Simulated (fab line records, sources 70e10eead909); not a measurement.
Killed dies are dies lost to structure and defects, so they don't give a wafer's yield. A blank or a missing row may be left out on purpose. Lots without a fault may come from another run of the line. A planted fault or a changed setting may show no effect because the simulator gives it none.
Chamber matching | flow nand_harc | NHARC_A_SGD_CUT_CMP_21 on cmp-02: 4 sister chambers
The step polishes, target thk 148.19 nm. 8 wafers are shown with their chamber, then 8 later ones without.

WAFERS WITH THEIR CHAMBER
wafer  | chamber | motor_current_A (A) | time_to_endpoint_s (s)
L081.3 | 2       | 14.6                | 54.1
L084.2 | 2       | 13.0                | 54.3
L086.2 | 3       | 11.5                | 50.0
L086.4 | 1       | 10.7                | 54.2
L085.1 | 3       | 11.0                | 47.4
L085.3 | 1       | 11.1                | 53.0
L085.6 | 0       | 11.6                | 49.3
L090.2 | 0       | 10.8                | 48.9

WAFERS WITHOUT THEIR CHAMBER
wafer  | motor_current_A (A) | time_to_endpoint_s (s)
L090.4 | 14.3                | 50.9
L090.5 | 11.3                | 46.6
L094.1 | 10.7                | 46.9
L094.2 | 13.7                | 50.6
L094.5 | 10.0                | 48.5
L097.2 | 11.5                | 46.6
L097.4 | 10.9                | 49.9
L097.6 | 11.5                | 49.9

WHICH CHAMBER EACH WENT THROUGH
wafer  | from the rows above               | in truth
L090.4 | can't be placed: 2 or 0 or 3      | 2
L090.5 | can't be placed: 3 or 0           | 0
L094.1 | can't be placed: 3 or 0           | 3
L094.2 | can't be placed: 2 or 0 or 3 or 1 | 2
L094.5 | can't be placed: 3 or 0           | 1
L097.2 | can't be placed: 3 or 0           | 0
L097.4 | can't be placed: 0 or 3           | 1
L097.6 | can't be placed: 0 or 3           | 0
Placed correctly: 0 of 8. Can't be placed from these rows: 8 (the true chamber is among the candidates in 6). Placed wrongly: 0.
How it was worked out, from the rows above alone: a wafer's distance from a chamber is the root of the sum, over the readings, of the square of ((its reading less the chamber's mean) divided by the reading's scatter). The wafer belongs to the nearest chamber; if the next one is less than 2 further off, it can't be placed. A chamber's mean is the mean of its shown wafers. The scatter: the root of (the sum of the squares of (reading less its chamber's mean) over the shown wafers, divided by (wafers less chambers)).
